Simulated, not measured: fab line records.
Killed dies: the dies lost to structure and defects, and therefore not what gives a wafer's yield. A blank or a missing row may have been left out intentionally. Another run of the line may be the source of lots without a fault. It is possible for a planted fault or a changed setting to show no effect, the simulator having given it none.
fab line records ; flow n5_finfet ; part 1 of 2: steps 1 to 23 of 30
record lots=5; wafers=15; last_day=18
route steps=1938 shown MOL_CONTACT_COAG@558
lots that met no fault: from a run of the same line without faults
start_h: the number of hours between the record's first day and the start of the first shown wafer of the lot ; wait_h: hours from the lot's prior step to this one ; " repeats the value in the row above ; L1.1+2: one row covering several wafers at once ; - no value present, or no start provided ; * or withheld: withheld ; < > ~ a bound
route shown NAME@n: a module of which the file shows steps, and the number in the route of the first ; usual: mean/standard deviation taken from wafers without a fault ; same: alike in all rows ; chamber/n: place in a boat ; sites: readings site by site ; _std_site: standard deviation across them ; _edge_site: the outer-site mean with the inner-site mean subtracted ; radius_mm: how far each site lies from the wafer's centre ; mask NAME#n: copy n ; behind: the most recent tool/chamber to have shaped the wafer ; hold: cause of the lot's hold/its duration in hours/its outcome ; device: the transistor (n, p or np) that didn't switch ; end of line: the same wafers' tests at the end of the route ; a step given without rows: its recipe and nothing more ; killed: dies lost to structure and defects at the first sort, not the wafer's yield ; map: shows each die of a wafer: x if killed, . if not, _ if none is there
set.NAME: the setting that was run; set.NAME@STEP: the one run at that earlier step ; model.NAME: the simulator's own value behind a step, which no gauge read
certain route steps with their lots: each step a table, each wafer a row
services: the hour from which a tool's chamber was out of use, counted from the record's first day as start_h (under 0 if before that day), plus the number of hours and why
## steps
# step N5_MOL_CONTACT_COAG_WET_ETCH_116
# recipe chemistry=SC1-inhibited; target_depth_nm=4.6; dry=ipa_marangoni; rinse_time_s=30; rinse_temp_c=23
lot.wafer;tool;chamber;start_h;wait_h
L076.3+5+6;wet_bench-01;5,1,7;109.30;0.0
L081.2+5+6;wet_bench-01;7,2,0;142.45;0.0
L088.2+5+6;wet_bench-06;5,6,1;187.87;0.0
L092.1+2+6;wet_bench-01;4,5,6;202.22;0.0
L096.3+5+6;wet_bench-01;5,0,1;226.20;0.0
# step N5_MOL_CONTACT_COAG_ALD_27
# recipe material=SiOC; target_thk_a=170; temp_c=400; ald_precursor_family=carbosiloxane; ald_co_reactant=H2-plasma; pulse_time_s=1.5; time_s=2720; purge_time_s=2; co_reactant_purge_time_s=2; ald_cycles=340; pressure_torr=2
# usual heater_power_w=854/97; precursor_pulse_height_rel=0.999/0.019
lot.wafer;tool;chamber;start_h;wait_h;heater_power_w;precursor_pulse_height_rel
L076.3;ald_sin-04;3;109.68;0.1;790;0.988
L076.5;ald_sin-04;3;109.68;0.1;792;0.997
L076.6;ald_sin-04;0;109.68;0.1;937;1.016
L081.2;ald_sin-01;3;142.77;0.0;759;1.023
L081.5;ald_sin-01;3;142.77;0.0;781;0.987
L081.6;ald_sin-01;0;142.77;0.0;731;0.984
L088.2;ald_sin-01;0;188.26;0.1;722;0.987
L088.5;ald_sin-01;2;188.26;0.1;803;0.983
L088.6;ald_sin-01;3;188.26;0.1;744;0.990
L092.1;ald_sin-04;3;202.54;0.0;792;1.014
L092.2;ald_sin-04;1;202.54;0.0;795;1.005
L092.6;ald_sin-04;2;202.54;0.0;888;0.990
L096.3;ald_sin-04;0;226.53;0.0;935;0.996
L096.5;ald_sin-04;1;226.53;0.0;788;1.024
L096.6;ald_sin-04;0;226.53;0.0;972;0.986
# step N5_MOL_CONTACT_COAG_CMP_28
# recipe stop_on=SiNx; t_overpolish_s=0.85; post_cmp_clean=alkaline_brush; down_force_psi=4.15; platen_rpm=51.8; pad_velocity_m_s=1.0307; target_thk_nm=14.522
# usual head_pressure_psi=4.151/0.0091; motor_current_A=12.3/1.5; time_to_endpoint_s=5.2/1.8
lot.wafer;tool;chamber;start_h;wait_h;head_pressure_psi;motor_current_A;time_to_endpoint_s
L076.3;cmp-02;0;111.25;0.8;4.135;13.4;6.1
L076.5;cmp-02;0;111.25;0.8;4.140;12.9;6.1
L076.6;cmp-02;1;111.25;0.8;4.147;11.2;5.8
L081.2;cmp-02;0;144.41;0.9;4.133;12.4;5.2
L081.5;cmp-02;2;144.41;0.9;4.148;12.0;8.4
L081.6;cmp-02;3;144.41;0.9;4.152;9.9;4.8
L088.2;cmp-02;2;189.94;0.9;4.153;11.7;8.4
L088.6;cmp-02;3;189.94;0.9;4.159;8.8;2.1
L088.5;cmp-02;0;189.94;0.9;4.146;12.1;2.6
L092.2;cmp-02;2;204.10;0.8;4.133;11.8;6.7
L092.1;cmp-02;3;204.10;0.8;4.154;9.4;3.6
L092.6;cmp-02;2;204.10;0.8;4.147;11.8;8.3
L096.3;cmp-02;1;228.17;0.9;4.147;11.2;5.6
L096.5;cmp-02;3;228.17;0.9;4.146;9.4;1.1
L096.6;cmp-02;0;228.17;0.9;4.156;13.1;5.5
# step N5_MOL_CONTACT_COAG_THK_MEAS_29
# recipe reads=SiNx_of_GATE_CUT_PECVD_57+SiNx_of_GATE_CUT_SAC_CAP_01
# usual MD_CAP_THK=17.88/0.089
lot.wafer;tool;chamber;start_h;wait_h;MD_CAP_THK[nm]
L076.3;film_metro-02;-;111.55;-;18.11
L076.5;film_metro-02;-;111.55;-;17.97
L076.6;film_metro-02;-;111.55;-;17.97
L081.2;film_metro-01;-;144.63;-;17.95
L081.5;film_metro-01;-;144.63;-;17.87
L081.6;film_metro-01;-;144.63;-;17.91
L088.2;film_metro-01;-;190.12;-;17.82
L088.5;film_metro-01;-;190.12;-;17.95
L088.6;film_metro-01;-;190.12;-;18.01
L092.1;film_metro-01;-;204.40;-;17.72
L092.2;film_metro-01;-;204.40;-;17.78
L092.6;film_metro-01;-;204.40;-;17.80
L096.3;film_metro-01;-;228.39;-;17.92
L096.5;film_metro-01;-;228.39;-;17.87
L096.6;film_metro-01;-;228.39;-;17.87
# step N5_MOL_CONTACT_COAG_ALD_123
# recipe material=SiNx; target_thk_a=50; temp_c=400; ald_precursor_family=SiH2I2; ald_co_reactant=N2/H2-plasma; pulse_time_s=1; purge_time_s=2; co_reactant_purge_time_s=2; ald_cycles=100; pressure_torr=2
# usual heater_power_w=860/94; precursor_pulse_height_rel=0.999/0.021
lot.wafer;tool;chamber;start_h;wait_h;heater_power_w;precursor_pulse_height_rel
L076.3;ald_sin-04;3;112.49;0.9;778;1.043
L076.5;ald_sin-04;1;112.49;0.9;791;0.962
L076.6;ald_sin-04;2;112.49;0.9;854;1.002
L081.2;ald_sin-01;3;144.67;0.0;777;0.995
L081.5;ald_sin-01;2;144.67;0.0;808;1.022
L081.6;ald_sin-01;1;144.67;0.0;1067;1.013
L088.2;ald_sin-04;2;190.16;0.0;871;0.999
L088.5;ald_sin-04;0;190.16;0.0;965;1.011
L088.6;ald_sin-04;3;190.16;0.0;797;0.990
L092.1;ald_sin-01;2;204.44;0.0;784;1.003
L092.2;ald_sin-01;3;204.44;0.0;770;0.995
L092.6;ald_sin-01;3;204.44;0.0;777;0.997
L096.3;ald_sin-04;0;228.43;0.0;971;1.022
L096.5;ald_sin-04;2;228.43;0.0;870;1.039
L096.6;ald_sin-04;3;228.43;0.0;784;0.981
# step N5_MOL_CONTACT_COAG_PECVD_31
# recipe material=SiO2; target_thk_a=460; temp_c=400; precursor=TEOS/O2; pressure_torr=6.5; rf_w=withheld; teos_flow_sccm=withheld; gas=O2; flow_sccm=2650; time_s=8.9
lot.wafer;tool;chamber;start_h;wait_h
L076.3+5+6;pecvd-01;1,1,0;113.00;0.3
L081.2+5+6;pecvd-01;0,1,0;145.17;0.3
L088.2+5+6;pecvd-04;0,2,0;190.66;0.3
L092.1+2+6;pecvd-01;0,2,1;204.94;0.3
L096.3+5+6;pecvd-02;1,0,1;228.93;0.3
# step N5_MOL_CONTACT_COAG_COAT_75
# recipe resist=SOC; temp_c=250; time_s=60; spin_rpm=1500; resist_thk_nm=60
lot.wafer;tool;chamber;start_h;wait_h
L076.3+5+6;litho_track-05;0;113.05;0.0
L081.2+5+6;litho_track-01;0;145.23;0.0
L088.2+5+6;litho_track-01;0;190.72;0.0
L092.1+2+6;litho_track-05;0;205.00;0.0
L096.3+5+6;litho_track-04;0;228.99;0.0
# step N5_MOL_CONTACT_COAG_COAT_76
# recipe resist=SiARC; temp_c=220; time_s=60; spin_rpm=1500; resist_thk_nm=10
lot.wafer;tool;chamber;start_h;wait_h
L076.3+5+6;litho_track-05;0;-;-
L081.2+5+6;litho_track-01;0;-;-
L088.2+5+6;litho_track-01;0;-;-
L092.1+2+6;litho_track-05;0;-;-
L096.3+5+6;litho_track-04;0;-;-
# step N5_MOL_CONTACT_COAG_COAT_77
# recipe resist=underlayer; temp_c=205; time_s=60; spin_rpm=1500; resist_thk_nm=10
lot.wafer;tool;chamber;start_h;wait_h
L076.3+5+6;litho_track-05;0;-;-
L081.2+5+6;litho_track-01;0;-;-
L088.2+5+6;litho_track-01;0;-;-
L092.1+2+6;litho_track-05;0;-;-
L096.3+5+6;litho_track-04;0;-;-
# step N5_MOL_CONTACT_COAG_COAT_78
# recipe resist=CAR-EUV; spin_rpm=1500; resist_thk_nm=40
lot.wafer;tool;chamber;start_h;wait_h
L076.3+5+6;litho_track-05;0;-;-
L081.2+5+6;litho_track-01;0;-;-
L088.2+5+6;litho_track-01;0;-;-
L092.1+2+6;litho_track-05;0;-;-
L096.3+5+6;litho_track-04;0;-;-
# step N5_MOL_CONTACT_COAG_EBR_80
# recipe solvent=PGMEA; ebr_width_mm=1.5
lot.wafer;tool;chamber;start_h;wait_h
L076.3+5+6;litho_track-05;0;-;-
L081.2+5+6;litho_track-01;0;-;-
L088.2+5+6;litho_track-01;0;-;-
L092.1+2+6;litho_track-05;0;-;-
L096.3+5+6;litho_track-04;0;-;-
# step N5_MOL_CONTACT_COAG_SOFTBAKE_79
# recipe temp_c=110; time_s=60; resist=CAR-EUV
lot.wafer;tool;chamber;start_h;wait_h
L076.3+5+6;litho_track-05;0;-;-
L081.2+5+6;litho_track-01;0;-;-
L088.2+5+6;litho_track-01;0;-;-
L092.1+2+6;litho_track-05;0;-;-
L096.3+5+6;litho_track-04;0;-;-
# step N5_MOL_CONTACT_COAG_EXPOSE_81
# recipe mask_id=VG; na=0.33; source_shape=annular; sigma_inner=0.3; sigma_outer=0.7; polarization=unpolarized; defocus_nm=0; dose_mj=59.5
# same na=0.33; sigma_outer=0.7
lot.wafer;tool;chamber;start_h;wait_h;mask
L076.3+5+6;euv_scanner-02;0;113.21;-;VG#0
L081.2+5+6;euv_scanner-01;0;145.50;-;VG#0
L088.2+5+6;euv_scanner-02;0;190.86;-;VG#0
L092.1+2+6;euv_scanner-02;0;205.13;-;VG#0
L096.3+5+6;euv_scanner-02;0;229.14;-;VG#0
# step N5_MOL_CONTACT_COAG_PEB_82
# recipe peb_temp_c=100; peb_time_s=60; resist=CAR-EUV
lot.wafer;tool;chamber;start_h;wait_h
L076.3+5+6;litho_track-01;0;113.27;0.1
L081.2+5+6;litho_track-01;0;145.57;0.1
L088.2+5+6;litho_track-04;0;190.93;0.1
L092.1+2+6;litho_track-01;0;205.21;0.1
L096.3+5+6;litho_track-04;0;229.20;0.1
# step N5_MOL_CONTACT_COAG_DEVELOP_83
# recipe develop_time_s=30; developer=TMAH; resist=CAR-EUV; rinse_liquid=surfactant_rinse; dry=air_spin; dev_temp_c=23
lot.wafer;tool;chamber;start_h;wait_h
L076.3+5+6;litho_track-01;0;-;-
L081.2+5+6;litho_track-01;0;-;-
L088.2+5+6;litho_track-04;0;-;-
L092.1+2+6;litho_track-01;0;-;-
L096.3+5+6;litho_track-04;0;-;-
# step N5_MOL_CONTACT_COAG_CD_MEAS_84
# recipe target_cd_nm=25.1; landing_energy_ev=500; detector=se_inlens; polarity=opening
# usual cd_nm=25.03/0.25
# same landing_energy_ev=500
lot.wafer;tool;chamber;start_h;wait_h;cd_nm
L076.3;cd_sem-03;0;113.33;-;25.20
L076.5;cd_sem-03;0;113.33;-;24.81
L076.6;cd_sem-03;0;113.33;-;25.30
L081.2;cd_sem-03;0;145.64;-;25.00
L081.5;cd_sem-03;0;145.64;-;24.79
L081.6;cd_sem-03;0;145.64;-;25.28
L088.2;cd_sem-02;0;191.00;-;25.07
L088.5;cd_sem-02;0;191.00;-;24.99
L088.6;cd_sem-02;0;191.00;-;24.89
L092.1;cd_sem-03;0;205.28;-;24.97
L092.2;cd_sem-03;0;205.28;-;24.83
L092.6;cd_sem-03;0;205.28;-;25.09
L096.3;cd_sem-01;0;229.27;-;24.94
L096.5;cd_sem-01;0;229.27;-;24.99
L096.6;cd_sem-01;0;229.27;-;24.71
# step N5_MOL_CONTACT_COAG_OVL_MEAS_85
# recipe points_per_wafer=522
# usual VG_OVL=-0.3/0.7
lot.wafer;tool;chamber;start_h;wait_h;VG_OVL[nm]
L076.3;overlay-01;0;113.37;0.0;-0.9
L076.5;overlay-01;0;113.37;0.0;-0.4
L076.6;overlay-01;0;113.37;0.0;1.2
L081.2;overlay-02;0;145.67;0.0;-0.2
L081.5;overlay-02;0;145.67;0.0;-0.8
L081.6;overlay-02;0;145.67;0.0;0.1
L088.2;overlay-02;0;191.03;0.0;-1.1
L088.5;overlay-02;0;191.03;0.0;-0.4
L088.6;overlay-02;0;191.03;0.0;-0.9
L092.1;overlay-01;0;205.31;0.0;-0.6
L092.2;overlay-01;0;205.31;0.0;-0.7
L092.6;overlay-01;0;205.31;0.0;-0.8
L096.3;overlay-01;0;229.31;0.0;-0.6
L096.5;overlay-01;0;229.31;0.0;-0.2
L096.6;overlay-01;0;229.31;0.0;0.0
# step N5_MOL_CONTACT_COAG_INSPECT_57
# recipe mode=adi; inspect_instrument=brightfield
# usual raw_defect_count=220/57
lot.wafer;tool;chamber;start_h;wait_h;raw_defect_count
L076.3;defect_inspect-01;-;113.42;0.0;284
L076.5;defect_inspect-01;-;113.42;0.0;298
L076.6;defect_inspect-01;-;113.42;0.0;300
L081.2;defect_inspect-02;-;145.73;0.0;233
L081.5;defect_inspect-02;-;145.73;0.0;227
L081.6;defect_inspect-02;-;145.73;0.0;205
L088.2;defect_inspect-01;-;191.09;0.0;277
L088.5;defect_inspect-01;-;191.09;0.0;205
L088.6;defect_inspect-01;-;191.09;0.0;183
L092.1;defect_inspect-01;-;205.36;0.1;172
L092.2;defect_inspect-01;-;205.36;0.1;233
L092.6;defect_inspect-01;-;205.36;0.1;193
L096.3;defect_inspect-02;-;229.36;0.0;214
L096.5;defect_inspect-02;-;229.36;0.0;207
L096.6;defect_inspect-02;-;229.36;0.0;207
# step N5_MOL_CONTACT_COAG_DESCUM_88
# recipe chemistry=O2; time_s=7; source_power_w=50; bias_power_w=20; pressure_mtorr=20; rf_frequency_hz=2.712e+07; temp_c=40; resist=CAR-EUV; o2_flow_sccm=225
# usual drypump_motor_current_A=5.6/0.5; oes_product_au=0.79/0.096; rf_vpp_V=243.1/1.4; showerhead_plenum_p_Torr=2.09/0.077; throttle_valve_pct=20.44/0.2
lot.wafer;tool;chamber;start_h;wait_h;drypump_motor_current_A;oes_product_au;rf_hours_counter_h;rf_vpp_V;showerhead_plenum_p_Torr;throttle_valve_pct
L076.3;rie_diel-01;1;113.55;0.1;5.1;0.72;200;241.8;1.98;20.54
L076.5;rie_diel-01;2;113.55;0.1;5.0;0.69;-;241.2;1.99;20.88
L076.6;rie_diel-01;1;113.55;0.1;5.1;0.73;-;241.7;1.98;20.54
L081.2;rie_diel-03;3;145.76;0.0;4.8;0.78;104;245.0;2.13;20.69
L081.5;rie_diel-03;0;145.76;0.0;5.1;0.90;-;244.6;2.23;20.26
L081.6;rie_diel-03;1;145.76;0.0;6.3;0.74;-;240.7;2.00;20.23
L088.2;rie_diel-01;2;191.12;0.0;5.0;0.99;3;245.0;2.25;20.48
L088.5;rie_diel-01;2;191.12;0.0;5.0;1.00;-;245.1;2.25;20.47
L088.6;rie_diel-01;3;191.12;0.0;5.9;0.75;-;243.3;2.10;20.61
L092.1;rie_diel-04;1;205.40;0.0;6.2;0.72;196;242.6;2.08;20.57
L092.2;rie_diel-04;2;205.40;0.0;5.7;0.80;118;241.9;2.02;20.43
L092.6;rie_diel-04;1;205.40;0.0;6.2;0.72;-;242.5;2.08;20.59
L096.3;rie_diel-01;2;229.39;0.0;5.0;0.95;17;245.3;2.24;20.47
L096.5;rie_diel-01;1;229.39;0.0;5.1;0.69;-;240.6;1.97;20.58
L096.6;rie_diel-01;2;229.39;0.0;5.0;0.96;-;244.8;2.24;20.50
# step N5_MOL_CONTACT_COAG_ETCH_89
# recipe chemistry=N2/H2; target=underlayer; target_depth_a=130; mask_material=CAR-EUV; time_s=10.4; ion_energy_ev=200; pressure_mtorr=30; source_w=840; bias_w=150; n2_flow_sccm=200; h2_flow_sccm=200; ends=cleared
# usual drypump_motor_current_A=5.6/0.5; etch_rf_on_time_s=10.42/0.21; oes_product_au=0.68/0.083; rf_vpp_V=523.8/2.6; showerhead_plenum_p_Torr=2.54/0.088; throttle_valve_pct=17.84/0.2
lot.wafer;tool;chamber;start_h;wait_h;drypump_motor_current_A;etch_rf_on_time_s;oes_product_au;rf_hours_counter_h;rf_vpp_V;showerhead_plenum_p_Torr;throttle_valve_pct
L076.3;rie_diel-01;1;113.58;0.0;5.1;10.35;0.62;200;520.0;2.44;18.12
L076.5;rie_diel-01;2;113.58;0.0;5.0;10.63;0.58;-;519.1;2.39;18.13
L076.6;rie_diel-01;1;113.58;0.0;5.1;10.37;0.62;-;519.9;2.44;18.11
L081.2;rie_diel-03;3;145.79;0.0;4.8;10.44;0.67;104;527.0;2.55;17.83
L081.5;rie_diel-03;0;145.79;0.0;5.1;10.24;0.77;-;529.0;2.71;17.64
L081.6;rie_diel-03;1;145.79;0.0;6.4;10.48;0.64;-;520.0;2.45;17.78
L088.2;rie_diel-01;2;191.15;0.0;5.0;10.46;0.85;3;529.1;2.70;17.67
L088.5;rie_diel-01;2;191.15;0.0;5.0;10.47;0.84;-;529.0;2.70;17.69
L088.6;rie_diel-01;3;191.15;0.0;5.9;10.81;0.65;-;524.7;2.55;18.04
L092.1;rie_diel-04;1;205.43;0.0;6.2;10.64;0.60;196;525.5;2.55;18.10
L092.2;rie_diel-04;2;205.43;0.0;5.7;10.22;0.69;118;521.9;2.45;17.91
L092.6;rie_diel-04;1;205.43;0.0;6.2;10.58;0.60;-;524.3;2.55;18.10
L096.3;rie_diel-01;2;229.42;0.0;5.0;10.44;0.80;17;528.5;2.69;17.71
L096.5;rie_diel-01;1;229.42;0.0;5.1;10.41;0.59;-;519.6;2.42;18.20
L096.6;rie_diel-01;2;229.42;0.0;5.0;10.43;0.80;-;529.1;2.69;17.71
# step N5_MOL_CONTACT_COAG_ETCH_90
# recipe chemistry=CF4; target=SiARC; target_depth_a=130; mask_material=CAR-EUV; time_s=21.7; ion_energy_ev=80; pressure_mtorr=40; source_w=545; bias_w=36; Ar_flow_sccm=100; cf4_flow_sccm=100; ends=cleared
# usual cf4_flow_sccm=100.0/0.3; drypump_motor_current_A=5.6/0.5; etch_rf_on_time_s=21.7/0.43; oes_product_au=0.68/0.082; rf_vpp_V=184.0/1.3; showerhead_plenum_p_Torr=2.14/0.075; throttle_valve_pct=15.61/0.18
lot.wafer;tool;chamber;start_h;wait_h;cf4_flow_sccm;drypump_motor_current_A;etch_rf_on_time_s;oes_product_au;rf_hours_counter_h;rf_vpp_V;showerhead_plenum_p_Torr;throttle_valve_pct
L076.3;rie_diel-01;1;113.60;0.0;99.9;5.1;21.5;0.62;200;182.6;2.04;15.77
L076.5;rie_diel-01;2;113.60;0.0;100.0;5.0;22.1;0.59;-;183.1;2.02;15.95
L076.6;rie_diel-01;1;113.60;0.0;100.0;5.1;21.6;0.62;-;183.4;2.04;15.78
L081.2;rie_diel-03;3;145.81;0.0;100.3;4.8;21.6;0.67;104;185.7;2.16;15.77
L081.5;rie_diel-03;0;145.81;0.0;99.7;5.1;21.3;0.77;-;186.4;2.28;15.47
L081.6;rie_diel-03;1;145.81;0.0;100.0;6.4;21.5;0.64;-;183.4;2.06;15.52
L088.2;rie_diel-01;2;191.17;0.0;99.7;5.0;21.5;0.85;3;185.8;2.27;15.48
L088.5;rie_diel-01;2;191.17;0.0;99.5;5.0;21.6;0.85;-;185.5;2.27;15.46
L088.6;rie_diel-01;3;191.17;0.0;100.4;5.9;22.3;0.65;-;185.0;2.14;15.73
L092.1;rie_diel-04;1;205.45;0.0;100.4;6.2;21.8;0.61;196;183.1;2.13;15.73
L092.2;rie_diel-04;2;205.45;0.0;100.2;5.7;21.2;0.69;118;182.0;2.07;15.56
L092.6;rie_diel-04;1;205.45;0.0;100.2;6.1;21.8;0.60;-;183.7;2.12;15.72
L096.3;rie_diel-01;2;229.44;0.0;100.3;5.0;21.5;0.81;17;186.5;2.26;15.50
L096.5;rie_diel-01;1;229.44;0.0;99.9;5.1;21.5;0.60;-;183.5;2.03;15.88
L096.6;rie_diel-01;2;229.44;0.0;100.1;5.0;21.4;0.80;-;185.4;2.26;15.50
# step N5_MOL_CONTACT_COAG_ALD_131
# recipe material=SiO2; target_thk_a=50; temp_c=100; ald_precursor_family=BDEAS; ald_co_reactant=O2-plasma; pulse_time_s=1; co_reactant_pulse_time_s=1; purge_time_s=2; co_reactant_purge_time_s=2; ald_cycles=35; pressure_torr=2
# usual heater_power_w=79/8.9; precursor_pulse_height_rel=1.002/0.02
lot.wafer;tool;chamber;start_h;wait_h;heater_power_w;precursor_pulse_height_rel
L076.3;ald_sin-04;2;113.68;0.1;80;1.007
L076.5;ald_sin-04;0;113.68;0.1;86;0.989
L076.6;ald_sin-04;1;113.68;0.1;75;1.005
L081.2;ald_sin-01;1;145.89;0.1;101;1.003
L081.5;ald_sin-01;0;145.89;0.1;67;1.031
L081.6;ald_sin-01;1;145.89;0.1;101;1.010
L088.2;ald_sin-04;1;191.62;0.4;73;0.963
L088.5;ald_sin-04;1;191.62;0.4;73;1.026
L088.6;ald_sin-04;2;191.62;0.4;80;1.008
L092.1;ald_sin-01;2;205.53;0.1;73;1.016
L092.2;ald_sin-01;3;205.53;0.1;70;1.013
L092.6;ald_sin-01;1;205.53;0.1;100;1.005
L096.3;ald_sin-03;3;229.53;0.1;78;0.995
L096.5;ald_sin-03;0;229.53;0.1;80;1.008
L096.6;ald_sin-03;1;229.53;0.1;87;1.012
# step N5_MOL_CONTACT_COAG_ETCHBACK_132
# recipe chemistry=CHF3; target=SiO2; target_depth_a=100; time_s=6.7; ion_energy_ev=200; pressure_mtorr=30; source_w=610; bias_w=170; Ar_flow_sccm=200; CHF3_flow_sccm=50
# usual drypump_motor_current_A=5.5/0.48; oes_product_au=0.78/0.09; rf_vpp_V=526/11; showerhead_plenum_p_Torr=2.37/0.084; throttle_valve_pct=18.73/0.17
lot.wafer;tool;chamber;start_h;wait_h;drypump_motor_current_A;oes_product_au;rf_hours_counter_h;rf_vpp_V;showerhead_plenum_p_Torr;throttle_valve_pct
L076.3;rie_diel-03;1;113.86;0.1;6.3;0.76;155;529;2.28;18.50
L076.5;rie_diel-03;3;113.86;0.1;4.8;0.80;-;517;2.40;18.86
L076.6;rie_diel-03;0;113.86;0.1;5.1;0.92;-;544;2.54;18.57
L081.2;rie_diel-01;1;146.07;0.1;5.1;0.72;212;516;2.27;18.91
L081.5;rie_diel-01;0;146.07;0.1;5.7;0.82;-;519;2.31;18.42
L081.6;rie_diel-01;1;146.07;0.1;5.1;0.72;-;516;2.27;18.92
L088.2;rie_diel-03;2;191.80;0.1;6.2;0.72;185;528;2.38;18.85
L088.5;rie_diel-03;3;191.80;0.1;4.8;0.76;-;516;2.39;18.90
L088.6;rie_diel-03;0;191.80;0.1;5.1;0.88;-;543;2.53;18.61
L092.1;rie_diel-04;3;205.71;0.1;5.4;1.00;3;527;2.44;18.50
L092.2;rie_diel-04;2;205.71;0.1;5.7;0.80;118;540;2.30;18.69
L092.6;rie_diel-04;1;205.71;0.1;6.2;0.71;-;526;2.37;18.84
L096.3;rie_diel-03;2;229.71;0.1;6.2;0.70;198;529;2.38;18.86
L096.5;rie_diel-03;3;229.71;0.1;4.8;0.75;-;516;2.38;18.92
L096.6;rie_diel-03;0;229.71;0.1;5.1;0.85;-;544;2.52;18.62
